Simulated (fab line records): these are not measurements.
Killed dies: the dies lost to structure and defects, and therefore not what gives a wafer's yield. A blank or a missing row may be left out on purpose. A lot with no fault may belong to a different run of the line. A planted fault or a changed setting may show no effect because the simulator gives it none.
fab line records	flow n5Finfet
record lots=9	wafers=25	lastDay=18
route steps=1938 shown SD_EPI_P@307 ILD0@339 BEOL_M4@1111 PASSIVATION@1936
lots with no fault: from the same line, run without faults
startH: the number of hours between the record's first day and the start of the first shown wafer of the lot	waitH: hours since the lot's step before	" repeats the value in the row above	L1.1+2: a row that stands for several wafers	- value missing, or start not given	* or withheld: withheld	< > ~ a bound
route shown NAME@n: NAME is a module with steps in the file, n the number in the route of the first one	usual: the fault-free wafers' mean and standard deviation	same: alike in all rows	chamber/n: place in a boat	sites: readings site by site	_std_site: the values' standard deviation	_edge_site: outer sites' mean less inner sites'	radiusMm: for every site, how far away it sits from the centre of the wafer	mask NAME#n: copy n	behind: the tool/chamber that last shaped the wafer	hold: cause of the lot's hold/its duration in hours/its outcome	device: whichever transistor did not switch (one of n, p or np)	end of line: the same wafers' tests at the end of the route	for a step that has no rows: nothing shown but its recipe	killed: at the first sort, the dies lost to defects and structure; wafer yield is something else	map: the dies of a wafer, with x for killed, . for not killed, _ for no die there
set.NAME: the run value of the setting; set.NAME@STEP: its run value at that earlier step	model.NAME: the simulator's own value behind a step, which no gauge read
route steps across a sampled set of lots; one table per step, one row per wafer
services: a tool's chamber out of use, with start hour (startH, from the record's first day; less than 0 if before it), hours out, and reason
## steps
# step N5_SD_EPI_P_ETCH_36
# recipe chemistry=CF4	target=SiARC	targetDepthA=455	maskMaterial=CAR-ArF-block	timeS=75.8	ionEnergyEv=80	pressureMtorr=40	sourceW=545	biasW=36	Ar_flow_sccm=100	cf4FlowSccm=100	ends=cleared
# usual drypumpMotorCurrentA=5.5/0.4	etchRfOnTimeS=74.9/1.2	oesProductAu=0.71/0.081	rfVppV=184.4/1.4	showerheadPlenumPTorr=2.17/0.077	throttleValvePct=15.60/0.24
lot.wafer	tool	chamber	startH	waitH	drypumpMotorCurrentA	etchRfOnTimeS	oesProductAu	rfHoursCounterH	rfVppV	showerheadPlenumPTorr	throttleValvePct
L487.1	rieDiel-03	2	63.10	0.0	5.4	73.3	0.76	51	185.6	2.26	15.74
L487.4	"	1	"	"	5.9	75.6	0.81	6	184.5	2.19	15.41
L487.5	"	1	"	"	5.9	75.4	0.81	-	182.7	2.19	15.39
L497.5	rieDiel-01	1	123.20	0.0	5.9	75.1	0.78	-	186.8	2.27	15.08
L497.6	"	3	"	"	5.4	72.4	0.78	-	183.7	2.18	15.46
L498.1	rieDiel-03	3	126.59	0.0	4.8	76.7	0.74	34	182.9	2.09	15.68
L498.4	"	2	"	"	5.4	75.6	0.72	68	186.3	2.25	15.79
L501.1	rieDiel-01	2	143.08	0.0	5.5	76.2	0.59	236	184.1	2.12	15.82
L501.2	"	1	"	"	6.0	75.8	0.75	20	184.6	2.27	15.10
L501.5	"	3	"	"	5.4	73.8	0.76	-	184.1	2.18	15.48
L505.1	rieDiel-01	2	171.37	0.0	5.5	76.0	0.59	242	183.6	2.12	15.82
L505.3	"	0	"	"	5.1	76.6	0.74	43	186.3	2.26	15.47
L505.6	"	2	"	"	5.5	75.6	0.59	-	182.6	2.12	15.82
L506.2	rieDiel-03	0	178.98	0.0	5.2	74.6	0.60	236	181.8	2.03	15.92
L506.3	"	1	"	"	5.9	75.9	0.74	41	185.3	2.18	15.47
L506.5	"	2	"	"	5.4	75.0	0.71	-	185.1	2.25	15.82
L507.3	rieDiel-04	3	180.29	0.0	6.5	76.7	0.60	214	183.7	2.04	15.74
L507.4	"	2	"	"	5.7	76.0	0.59	-	185.1	2.20	15.87
L507.5	"	3	"	"	6.5	75.8	0.61	-	183.3	2.04	15.73
L508.3	rieDiel-04	0	196.64	0.0	5.8	76.0	0.58	248	184.8	2.20	15.91
L508.4	"	0	"	"	5.8	75.8	0.57	-	185.6	2.20	15.92
L508.5	"	1	"	"	5.7	75.8	0.71	-	182.8	2.08	15.28
L509.1	rieDiel-04	1	199.21	0.0	5.7	76.8	0.70	78	182.2	2.08	15.31
L509.2	"	2	"	"	5.8	76.0	0.59	235	184.6	2.20	15.88
L509.3	"	0	"	"	5.8	76.2	0.57	249	184.2	2.20	15.92
# step N5_SD_EPI_P_ETCH_47
# recipe chemistry=CH3F/O2	target=SiOCN	targetDepthA=250	maskMaterial=SOC	ionEnergyEv=60	biasW=29	pressureMtorr=30	sourceW=410	Ar_flow_sccm=150	CH3F_flow_sccm=30	O2_flow_sccm=20
# usual O2_flow_sccm=20.00/0.061	drypumpMotorCurrentA=5.5/0.4	oes_f_703_au=0.82/0.089	oesProductAu=0.82/0.095	rfVppV=127.6/1.4	showerheadPlenumPTorr=2.03/0.076	throttleValvePct=16.33/0.24
lot.wafer	tool	chamber	startH	waitH	O2_flow_sccm	drypumpMotorCurrentA	oes_f_703_au	oesProductAu	rfHoursCounterH	rfVppV	showerheadPlenumPTorr	throttleValvePct
L487.1	rieDiel-03	2	63.58	0.1	19.99	5.4	0.89	0.87	51	126.9	2.12	16.48
L487.4	"	1	"	"	19.94	5.9	0.95	0.94	6	127.4	2.05	16.14
L487.5	"	1	"	"	19.98	5.9	0.96	0.95	-	127.5	2.05	16.12
L497.5	rieDiel-01	1	123.70	0.1	19.96	6.0	0.90	0.91	-	128.1	2.13	15.80
L497.6	"	3	"	"	20.05	5.4	0.89	0.91	-	129.1	2.04	16.21
L498.1	rieDiel-03	3	127.07	0.1	20.00	4.7	0.87	0.88	34	126.9	1.95	16.41
L498.4	"	2	"	"	19.93	5.4	0.87	0.84	68	126.1	2.11	16.51
L501.1	rieDiel-01	2	143.56	0.1	20.01	5.6	0.70	0.70	237	127.3	1.98	16.53
L501.2	"	1	"	"	19.99	5.9	0.87	0.89	21	127.2	2.12	15.79
L501.5	"	3	"	"	20.07	5.4	0.89	0.91	-	129.0	2.04	16.22
L505.1	rieDiel-01	2	171.85	0.1	20.02	5.5	0.70	0.69	242	126.6	1.98	16.56
L505.3	"	0	"	"	19.98	5.1	0.86	0.87	43	127.4	2.12	16.24
L505.6	"	2	"	"	20.00	5.5	0.70	0.69	-	126.8	1.98	16.55
L506.2	rieDiel-03	0	179.46	0.1	19.91	5.2	0.71	0.71	236	125.2	1.90	16.65
L506.3	"	1	"	"	20.04	5.9	0.88	0.87	41	126.0	2.04	16.19
L506.5	"	2	"	"	20.02	5.4	0.85	0.83	-	126.1	2.11	16.53
L507.3	rieDiel-04	3	180.77	0.1	19.96	6.5	0.73	0.71	215	124.5	1.90	16.48
L507.4	"	2	"	"	19.95	5.8	0.70	0.69	-	127.1	2.06	16.59
L507.5	"	3	"	"	19.96	6.5	0.73	0.71	-	126.2	1.90	16.48
L508.3	rieDiel-04	0	197.12	0.1	19.97	5.8	0.67	0.68	248	129.4	2.06	16.60
L508.4	"	0	"	"	20.08	5.8	0.66	0.67	-	129.5	2.06	16.58
L508.5	"	1	"	"	19.98	5.7	0.81	0.83	-	127.8	1.94	16.00
L509.1	rieDiel-04	1	199.69	0.1	20.03	5.7	0.80	0.83	78	128.2	1.94	15.99
L509.2	"	2	"	"	19.97	5.8	0.70	0.69	235	127.9	2.06	16.59
L509.3	"	0	"	"	20.01	5.8	0.66	0.67	250	130.8	2.06	16.60
# step N5_ILD0_THK_MEAS_04
# usual thkNm=197.5/0.96
lot.wafer	tool	chamber	startH	waitH	thkNm
L487.1	filmMetro-01	-	70.24	-	197.6
L487.4	"	-	"	"	198.5
L487.5	"	-	"	"	198.4
L497.5	filmMetro-02	-	130.32	-	197.1
L497.6	"	-	"	"	197.0
L498.1	filmMetro-02	-	134.56	-	199.2
L498.4	"	-	"	"	198.9
L501.1	filmMetro-01	-	151.41	-	198.1
L501.2	"	-	"	"	197.9
L501.5	"	-	"	"	198.6
L505.1	filmMetro-01	-	179.43	-	197.9
L505.3	"	-	"	"	197.2
L505.6	"	-	"	"	198.4
L506.2	filmMetro-01	-	186.60	-	198.0
L506.3	"	-	"	"	197.7
L506.5	"	-	"	"	195.9
L507.3	filmMetro-02	-	188.65	-	198.4
L507.4	"	-	"	"	197.3
L507.5	"	-	"	"	197.6
L508.3	filmMetro-02	-	204.72	-	197.6
L508.4	"	-	"	"	196.1
L508.5	"	-	"	"	196.2
L509.1	filmMetro-01	-	207.35	-	198.1
L509.2	"	-	"	"	197.0
L509.3	"	-	"	"	197.2
# step N5_ILD0_ALD_15
# recipe material=SiNx	targetThkA=240	tempC=400	aldPrecursorFamily=SiH2I2	aldCoReactant=N2/H2-plasma	pulseTimeS=1	aldCycles=480	purgeTimeS=2	coReactantPurgeTimeS=2	pressureTorr=2
# usual aldCycles=480/0	heaterPowerW=911/71	precursorPulseHeightRel=1.001/0.019
lot.wafer	tool	chamber	startH	waitH	aldCycles	heaterPowerW	precursorPulseHeightRel
L487.1	aldSin-02	3	71.28	0.6	480	902	0.996
L487.4	"	2	"	"	480	967	1.005
L487.5	"	1	72.37	1.2	480	914	0.999
L497.5	aldSin-03	0	132.62	1.4	480	794	1.005
L497.6	"	1	"	"	870	954	0.964
L498.1	aldSin-03	3	135.60	0.6	480	861	1.017
L498.4	"	1	"	"	870	937	1.024
L501.1	aldSin-04	0	152.46	0.6	480	978	1.021
L501.2	"	1	"	"	480	857	0.992
L501.5	"	0	153.54	1.2	480	1006	0.969
L505.1	aldSin-02	1	180.47	0.6	480	927	1.011
L505.3	"	3	"	"	480	917	0.997
L505.6	"	3	181.56	1.1	480	886	0.998
L506.2	aldSin-04	3	188.21	1.0	480	833	0.971
L506.3	"	1	"	"	480	872	0.982
L506.5	"	3	189.29	1.8	480	820	1.009
L507.3	aldSin-02	3	189.83	0.5	480	928	0.997
L507.4	"	1	"	"	480	968	0.996
L507.5	"	0	190.92	1.4	480	929	1.003
L508.3	aldSin-03	3	205.76	0.4	480	849	0.984
L508.4	"	0	206.84	1.3	480	760	1.014
L508.5	"	2	"	"	480	938	1.017
L509.1	aldSin-03	1	208.40	0.6	480	901	1.025
L509.2	"	3	"	"	480	844	0.982
L509.3	"	0	"	"	480	781	0.972
# step N5_ILD0_CMP_12
# recipe stopOn=poly-Si	material=SiNx	tOverpolishS=6	postCmpClean=alkalineBrush	downForcePsi=2.5	platenRpm=51.8	padVelocityMS=1.0307	targetThkNm=17.67
# usual motorCurrentA=9.1/0.93	timeToEndpointS=28.7/1.7
lot.wafer	tool	chamber	startH	waitH	motorCurrentA	timeToEndpointS
L487.4	cmp-03	0	73.48	1.1	8.6	28.0
L487.1	"	2	"	"	9.7	31.3
L487.5	"	0	"	"	8.7	30.1
L497.5	cmp-02	3	133.90	0.2	8.6	26.3
L497.6	"	0	"	"	8.8	52.2
L498.4	cmp-01	1	137.80	1.1	10.0	51.8
L498.1	"	2	"	"	10.8	27.2
L501.2	cmp-03	0	154.69	1.2	8.6	31.0
L501.1	"	2	"	"	9.1	28.9
L501.5	"	0	"	"	9.2	30.0
L505.1	cmp-02	2	182.71	1.2	8.1	29.5
L505.3	"	3	"	"	8.5	27.9
L505.6	"	2	"	"	7.9	28.2
L506.2	cmp-01	0	190.41	1.1	9.3	29.3
L506.3	"	2	"	"	10.5	28.8
L506.5	"	1	"	"	9.8	31.2
L507.3	cmp-01	1	192.11	1.2	9.8	30.3
L507.4	"	2	"	"	10.1	28.6
L507.5	"	0	"	"	9.1	31.6
L508.4	cmp-02	1	208.00	0.1	10.9	30.0
L508.3	"	3	"	"	7.8	29.0
L508.5	"	1	"	"	11.2	28.9
L509.1	cmp-02	0	210.64	1.2	9.0	27.2
L509.3	"	1	"	"	10.9	27.2
L509.2	"	2	"	"	8.1	28.5
# step N5_BEOL_M4_RC_MEAS_101
# usual DIBL_N=36.4/1.3	DIBL_P=36.5/1.7	IOFF_N=0.154/0.022	IOFF_P=0.202/0.025	ION_N=671/9.8	ION_P=460/6.8	SS_N=71.6/0.54	SS_P=73.4/0.58	VT_N=250.9/2.8	VT_P=-251.4/2.7
lot.wafer	tool	chamber	startH	waitH	DIBL_N[mV/V]	DIBL_P[mV/V]	IOFF_N[nA/um]	IOFF_P[nA/um]	ION_N[uA/um]	ION_P[uA/um]	SS_N[mV/dec]	SS_P[mV/dec]	VT_N[mV]	VT_P[mV]
L487.1	prober-02	0	172.44	0.0	37.2	35.9	0.159	0.181	682	449	73.0	73.1	252.0	-252.2
L487.4	"	0	"	"	34.8	33.7	0.124	0.161	668	458	71.3	73.1	255.4	-252.7
L487.5	"	0	"	"	37.4	36.4	0.168	0.194	674	452	72.1	72.9	250.2	-252.2
L497.5	prober-02	0	228.94	0.6	35.6	36.0	0.136	0.178	664	461	71.0	73.7	254.1	-253.2
L497.6	"	0	"	"	36.3	37.2	0.152	0.200	668	459	71.6	73.6	250.8	-250.2
L498.1	prober-01	0	230.23	0.0	35.9	38.8	0.157	0.192	673	458	71.7	73.6	249.1	-254.4
L498.4	"	0	"	"	36.0	38.9	0.155	0.192	670	460	71.8	73.2	251.3	-252.9
L501.1	prober-01	0	261.24	0.0	37.2	35.4	0.176	0.210	665	452	72.6	73.9	250.9	-251.1
L501.2	"	0	"	"	35.0	34.6	0.140	0.197	667	457	72.0	73.3	252.5	-249.8
L501.5	"	0	"	"	36.2	35.3	0.156	0.205	663	456	71.8	73.6	250.5	-248.8
L505.1	prober-01	0	282.60	0.0	35.8	35.5	0.135	0.225	662	466	70.9	73.0	253.4	-250.0
L505.3	"	0	"	"	38.0	37.1	0.161	0.260	656	461	72.7	73.9	249.9	-247.8
L505.6	"	0	"	"	36.2	35.9	0.139	0.243	655	458	71.7	73.3	252.5	-245.9
L507.3	prober-02	0	287.61	0.3	38.7	40.7	0.203	0.250	671	462	73.0	74.1	248.8	-248.9
L507.4	"	0	"	"	37.7	40.3	0.184	0.238	675	457	72.1	74.4	249.9	-249.7
L507.5	"	0	"	"	38.3	41.4	0.213	0.267	679	461	72.4	73.9	248.1	-247.8
L506.2	prober-01	0	295.86	0.2	37.1	35.6	0.163	0.198	661	449	71.9	73.7	250.8	-252.9
L506.3	"	0	"	"	37.6	37.3	0.188	0.241	676	463	71.9	74.4	244.2	-245.9
L506.5	"	0	"	"	37.2	37.7	0.193	0.248	687	469	71.4	73.6	246.1	-245.7
L509.1	prober-01	0	305.59	0.0	36.1	37.4	0.157	0.192	677	453	71.5	73.3	247.4	-252.0
L509.2	"	0	"	"	37.4	38.9	0.189	0.220	685	465	71.6	74.2	245.6	-250.3
L509.3	"	0	"	"	37.3	38.9	0.187	0.211	669	455	71.8	73.7	248.7	-251.6
L508.3	prober-01	0	310.98	0.3	34.7	34.7	0.130	0.191	662	459	71.6	72.5	253.3	-251.2
L508.4	"	0	"	"	35.0	35.3	0.134	0.199	679	466	70.6	72.7	251.0	-248.1
L508.5	"	0	"	"	35.2	36.0	0.145	0.215	672	464	71.2	72.4	250.8	-249.1
# step N5_PASSIVATION_PROBE_49
# usual defectLimitedYield=91.1/1.3	killed_at_M0_to_M3=34/10	killed_at_M4_up=14/5.7	killedAtContacts=12/5.9	killedAtFrontEnd=41/12	killedAtOther=4/3.1	killedDies=105/15	killedOpen=69/11	killedShort=35/7.8	sort_bin_5_function=5.3/0.81	sort_bin_6_memory=3.3/0.75	sort_bin_8_speed=0.00/0.007	sortNPass=1075/15	sortYieldPct=91.1/1.3
# same grossDies=1180	killedAtBackSide=0	sort_bin_4_leakage[%]=0
lot.wafer	tool	chamber	startH	waitH	defectLimitedYield[%]	killed_at_M0_to_M3	killed_at_M4_up	killedAtContacts	killedAtFrontEnd	killedAtOther	killedDies	killedOpen	killedShort	sort_bin_5_function[%]	sort_bin_6_memory[%]	sort_bin_8_speed[%]	sortNPass	sortYieldPct[%]
L487.1	prober-01	-	272.48	0.0	90.5	41	18	20	32	1	112	72	39	5.3	4.0	0	1068	90.5
L487.4	prober-01	-	272.63	0.2	90.4	35	22	11	45	0	113	65	47	5.7	3.2	0	1067	90.4
L487.5	prober-01	-	272.68	0.2	91.8	37	17	10	33	0	97	61	35	4.7	3.4	0	1083	91.8
L497.5	prober-02	-	336.97	0.2	90.1	51	18	16	26	6	117	84	33	6.0	3.7	0	1063	90.1
L497.6	prober-02	-	337.02	0.3	92.3	32	12	12	32	3	91	71	18	4.2	3.5	0	1089	92.3
L498.4	prober-02	-	343.81	0.2	90.1	20	23	9	59	6	117	82	33	5.7	4.1	0	1063	90.1
L501.1	prober-02	-	368.49	0.4	91.3	38	20	9	36	0	103	66	37	5.6	3.0	0	1077	91.3
L501.2	prober-02	-	368.54	0.4	92.1	26	20	17	30	0	93	62	29	4.8	2.7	0	1087	92.1
L501.5	prober-02	-	368.69	0.6	91.3	15	12	12	61	3	103	66	34	5.0	3.3	0	1077	91.3
L507.3	prober-01	-	392.00	0.1	90.8	29	19	9	44	7	108	70	37	5.3	3.6	0	1072	90.8
L507.4	prober-01	-	392.05	0.2	91.1	36	23	10	28	8	105	69	34	5.8	3.0	0	1075	91.1
L507.5	prober-01	-	392.10	0.2	92.5	12	19	11	36	10	88	57	30	4.7	2.5	0	1092	92.5
L509.1	prober-01	-	403.40	0.0	91.2	41	11	16	29	7	104	68	35	5.3	3.3	0	1076	91.2
L509.2	prober-01	-	403.45	0.1	91.6	25	22	5	40	7	99	65	33	5.6	2.5	0	1081	91.6
L509.3	prober-01	-	403.50	0.1	92.1	38	13	14	21	7	93	55	32	4.7	3.0	0	1087	92.1
L508.3	prober-01	-	423.49	0.7	92.1	42	12	7	29	3	93	59	34	4.3	3.3	0	1087	92.1
L508.4	prober-01	-	423.54	0.8	92.1	37	4	14	33	5	93	66	27	5.3	2.5	0	1087	92.1
L508.5	prober-01	-	423.59	0.8	89.7	44	10	22	42	4	122	85	37	5.9	4.0	0	1058	89.7
# killed by level:class
L487.1 MOL_CONTACT_COAG:geometricParticle:open=17 BEOL_M0_SAQP:geometricParticle:open=12 BEOL_M0_SAQP:geometricParticle:short=12 BEOL_M4:geometricParticle:open=9 BEOL_M1:geometricParticle:open=6 FIN_SAQP:geometricParticle:open=5 STI_FIN_REVEAL:geometricParticle:open=5 FIN_SAQP:geometricParticle:short=4
L487.4 BEOL_M0_SAQP:geometricParticle:short=15 FIN_SAQP:geometricParticle:open=11 BEOL_M4:geometricParticle:open=10 FIN_SAQP:geometricParticle:short=8 MOL_CONTACT_COAG:geometricParticle:open=8 STI_FIN_REVEAL:geometricParticle:open=6 BEOL_M0_SAQP:geometricParticle:open=6 BEOL_M1:geometricParticle:open=5
L487.5 BEOL_M0_SAQP:geometricParticle:short=14 BEOL_M4:geometricParticle:open=13 BEOL_M0_SAQP:geometricParticle:open=11 FIN_SAQP:geometricParticle:open=6 FIN_SAQP:geometricParticle:short=6 STI_FIN_REVEAL:geometricParticle:open=6 MOL_CONTACT_COAG:geometricParticle:open=6 GATE_CUT:geometricParticle:short=5
L497.5 BEOL_M2:geometricParticle:open=19 MOL_CONTACT_COAG:geometricParticle:open=15 BEOL_M4:geometricParticle:open=14 BEOL_M0_SAQP:geometricParticle:short=9 BEOL_M1:geometricParticle:open=8 BEOL_M3:geometricParticle:open=6 BEOL_M0_SAQP:geometricParticle:open=5 GATE_CUT:geometricParticle:short=4
L497.6 MOL_CONTACT_COAG:geometricParticle:open=11 BEOL_M2:geometricParticle:open=11 ILD0:geometricParticle:open=7 BEOL_M0_SAQP:geometricParticle:open=6 DUMMY_GATE:geometricParticle:open=5 BEOL_M0_SAQP:geometricParticle:short=5 BEOL_M4:geometricParticle:open=5 BEOL_M5:geometricParticle:open=5
L498.4 STI_FIN_REVEAL:geometricParticle:open=14 MOL_CONTACT_COAG:geometricParticle:open=8 FIN_SAQP:geometricParticle:open=7 BEOL_M5:geometricParticle:open=6 DUMMY_GATE:geometricParticle:open=5 GATE_CUT:geometricParticle:short=5 BEOL_M0_SAQP:geometricParticle:short=5 BEOL_M2:geometricParticle:open=5
L501.1 BEOL_M2:geometricParticle:open=11 BEOL_M4:geometricParticle:open=9 BEOL_M1:geometricParticle:open=8 BEOL_M0_SAQP:geometricParticle:open=7 FIN_SAQP:geometricParticle:short=6 MOL_CONTACT_COAG:geometricParticle:open=6 BEOL_M0_SAQP:geometricParticle:short=6 FIN_SAQP:geometricParticle:open=5
L501.2 MOL_CONTACT_COAG:geometricParticle:open=15 STI_FIN_REVEAL:geometricParticle:open=10 BEOL_M4:geometricParticle:open=8 ILD0:geometricParticle:short=7 BEOL_M1:geometricParticle:open=7 BEOL_M0_SAQP:geometricParticle:short=7 BEOL_M2:geometricParticle:open=5 BEOL_M0_SAQP:geometricParticle:open=4
L501.5 FIN_SAQP:geometricParticle:open=10 STI_FIN_REVEAL:geometricParticle:open=9 BEOL_M4:geometricParticle:open=9 MOL_CONTACT_COAG:geometricParticle:open=9 FIN_SAQP:geometricParticle:short=7 GATE_CUT:geometricParticle:open=7 STARTING-WAFER:geometricParticle:short=7 DUMMY_GATE:geometricParticle:open=6
L507.3 FIN_SAQP:geometricParticle:open=12 BEOL_M0_SAQP:geometricParticle:short=10 FIN_SAQP:geometricParticle:short=9 BEOL_M2:geometricParticle:open=9 BEOL_M0_SAQP:geometricParticle:open=8 MOL_CONTACT_COAG:geometricParticle:open=7 BEOL_M4:geometricParticle:open=6 STI_FIN_REVEAL:geometricParticle:open=4
L507.4 BEOL_M0_SAQP:geometricParticle:open=14 BEOL_M0_SAQP:geometricParticle:short=8 BEOL_M4:geometricParticle:open=8 MOL_CONTACT_COAG:geometricParticle:open=7 BEOL_M1:geometricParticle:open=6 BEOL_M3:geometricParticle:open=5 FIN_SAQP:geometricParticle:open=4 GATE_CUT:geometricParticle:short=4
L507.5 MOL_CONTACT_COAG:geometricParticle:open=9 BEOL_M4:geometricParticle:open=8 FIN_SAQP:geometricParticle:open=6 STI_FIN_REVEAL:geometricParticle:open=5 MIM_TOP_ETCH:geometricParticle:short=5 MIM_TOP_ETCH:geometricParticle:open=5 FIN_SAQP:geometricParticle:short=4 STARTING-WAFER:geometricParticle:open=4
L509.1 MOL_CONTACT_COAG:geometricParticle:open=16 BEOL_M0_SAQP:geometricParticle:short=15 BEOL_M0_SAQP:geometricParticle:open=10 STI_FIN_REVEAL:geometricParticle:open=8 BEOL_M2:geometricParticle:open=7 FIN_SAQP:geometricParticle:open=6 BEOL_M1:geometricParticle:open=6 FIN_SAQP:geometricParticle:short=4
L509.2 BEOL_M4:geometricParticle:open=13 FIN_SAQP:geometricParticle:open=10 STI_FIN_REVEAL:geometricParticle:open=9 FIN_SAQP:geometricParticle:short=7 BEOL_M0_SAQP:geometricParticle:open=7 MOL_CONTACT_COAG:geometricParticle:open=5 BEOL_M1:geometricParticle:open=5 BEOL_M3:geometricParticle:open=4
L509.3 MOL_CONTACT_COAG:geometricParticle:open=9 BEOL_M0_SAQP:geometricParticle:short=9 BEOL_M0_SAQP:geometricParticle:open=9 STI_FIN_REVEAL:geometricParticle:open=7 BEOL_M3:geometricParticle:open=7 FIN_SAQP:geometricParticle:short=5 MOL_CONTACT_COAG:geometricParticle:short=5 BEOL_M1:geometricParticle:open=5
L508.3 BEOL_M0_SAQP:geometricParticle:open=15 BEOL_M0_SAQP:geometricParticle:short=14 GATE_CUT:geometricParticle:short=5 MOL_CONTACT_COAG:geometricParticle:open=5 BEOL_M3:geometricParticle:open=5 FIN_SAQP:geometricParticle:open=4 STI_FIN_REVEAL:geometricParticle:open=4 BEOL_M0:geometricParticle:open=4
L508.4 MOL_CONTACT_COAG:geometricParticle:open=14 BEOL_M3:geometricParticle:open=14 STI_FIN_REVEAL:geometricParticle:open=8 BEOL_M0_SAQP:geometricParticle:short=8 BEOL_M0_SAQP:geometricParticle:open=7 GATE_CUT:geometricParticle:short=5 FIN_SAQP:geometricParticle:open=4 ILD0:geometricParticle:open=4
L508.5 MOL_CONTACT_COAG:geometricParticle:open=16 STI_FIN_REVEAL:geometricParticle:open=12 BEOL_M0_SAQP:geometricParticle:open=12 FIN_SAQP:geometricParticle:open=10 BEOL_M0_SAQP:geometricParticle:short=9 BEOL_M3:geometricParticle:open=7 FIN_SAQP:geometricParticle:short=6 MOL_CONTACT_COAG:geometricParticle:short=6
## services
tool	chamber	startH	hours	kind
rieDiel-01	3	44.83	2.5	repair
cmp-02	-	47.75	3.6	repair
cmp-01	-	53.29	4.0	pm
aldSin-04	-	54.85	1.3	repair
aldSin-03	0	56.16	5.3	repair
rieDiel-04	1	89.19	5.1	repair
aldSin-03	1	101.55	18.4	repair
rieDiel-01	0	102.36	22.0	repair
cmp-01	-	103.32	4.2	pm
rieDiel-04	1	105.96	14.5	repair
rieDiel-04	3	120.72	9.8	repair
cmp-03	-	124.34	7.2	pm
cmp-02	-	134.51	5.8	pm
cmp-01	-	138.85	1.5	repair
cmp-02	-	141.38	4.0	pm
rieDiel-03	2	147.89	8.5	repair
rieDiel-04	-	150.63	0.2	repair
cmp-01	-	159.35	8.3	repair
rieDiel-01	2	163.08	6.8	repair
aldSin-03	-	177.86	14.0	pm
rieDiel-04	0	179.56	5.8	repair
rieDiel-04	3	185.77	45.5	repair
cmp-01	-	189.30	1.0	repair
cmp-02	-	201.67	0.3	repair
## key
firstSign step=N5_ILD0_ALD_15	reading=aldCycles	direction=up	sigmas=99+	usual=*	struck=*
effect step=N5_ILD0_CMP_12	reading=timeToEndpointS	direction=up	sigmas=13	usual=*	struck=*
metAt N5_ILD0_ALD_15
struckLots L497,L498
struckWafers L497.6,L498.4
notActingAt N5_SD_EPI_P_ETCH_36,N5_SD_EPI_P_ETCH_47,N5_ILD0_THK_MEAS_04
fault kind=processParameterDrift	tool=aldSin-03	chamber=-	onsetH=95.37	steps=N5_ILD0_ALD_15	channel=aldCycles	offset=*	shape=step	endH=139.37	scope=struckWafersOnly	actsIn=*	stated=*
